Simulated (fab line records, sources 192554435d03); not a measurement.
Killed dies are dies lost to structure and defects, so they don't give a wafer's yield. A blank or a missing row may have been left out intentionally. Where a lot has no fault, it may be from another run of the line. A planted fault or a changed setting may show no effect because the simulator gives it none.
Matching of chambers ; flow n5-finfet ; N5_FIN_CUT_ETCH_30 on rie-diel-04: 4 sister chambers
The step etches underlayer in N2/H2, target depth 13 nm, time 10.4 s. 14 wafers are shown with their chamber, then 7 later ones without.

== WAFERS PAIRED WITH THEIR CHAMBERS ==
wafer;chamber;showerhead-plenum-p-Torr (Torr);etch-rf-on-time-s (s);oes-product-au (a.u.)
L075.2;0;2.43;10.06;0.64
L075.3;2;2.54;10.10;0.64
L075.4;0;2.43;10.10;0.64
L080.1;3;2.46;10.43;0.69
L080.5;2;2.53;10.25;0.64
L080.6;1;2.44;10.44;0.64
L082.1;0;2.42;10.02;0.63
L082.4;1;2.44;10.40;0.64
L082.6;2;2.53;10.15;0.62
L085.2;3;2.46;10.43;0.68
L085.5;0;2.42;10.03;0.64
L085.6;3;2.46;10.36;0.69
L090.3;2;2.53;10.05;0.62
L090.5;0;2.42;10.07;0.62

SIGNATURES, as means of the wafers listed above
reading;chamber 0;chamber 1;chamber 2;chamber 3;scatter within a chamber
showerhead-plenum-p-Torr;2.4240;2.4400;2.5325;2.4600;0.00442
etch-rf-on-time-s;10.0560;10.4200;10.1375;10.4067;0.0548
oes-product-au;0.6340;0.6400;0.6300;0.6867;0.00887
Rule: distance of a wafer from a chamber = root of the sum over the readings of ((wafer's reading minus chamber's mean) / reading's scatter) squared. The wafer belongs to the nearest chamber; if the next one is less than 2 further off, it can't be placed. The scatter: the root of (the sum of the squares of (reading less its chamber's mean) over the shown wafers, divided by (wafers less chambers)).

== WAFERS WITHOUT THEIR CHAMBER ==
wafer;showerhead-plenum-p-Torr (Torr);etch-rf-on-time-s (s);oes-product-au (a.u.)
L090.6;2.45;10.31;0.67
L091.1;2.45;10.34;0.68
L091.4;2.52;10.00;0.62
L091.5;2.43;10.50;0.63
L092.1;2.52;10.18;0.62
L092.3;2.42;10.13;0.62
L092.6;2.43;10.40;0.62

== CHAMBER TAKEN BY EACH ==
wafer;from the rows above;in truth
L090.6;can't be placed: 3 or 1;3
L091.1;3;3
L091.4;2;2
L091.5;1;1
L092.1;2;2
L092.3;0;0
L092.6;1;1
6 of 7 placed correctly. Cannot be placed on the basis of these rows: 1; the candidates contain the true chamber in 1. Wrongly placed: 0.
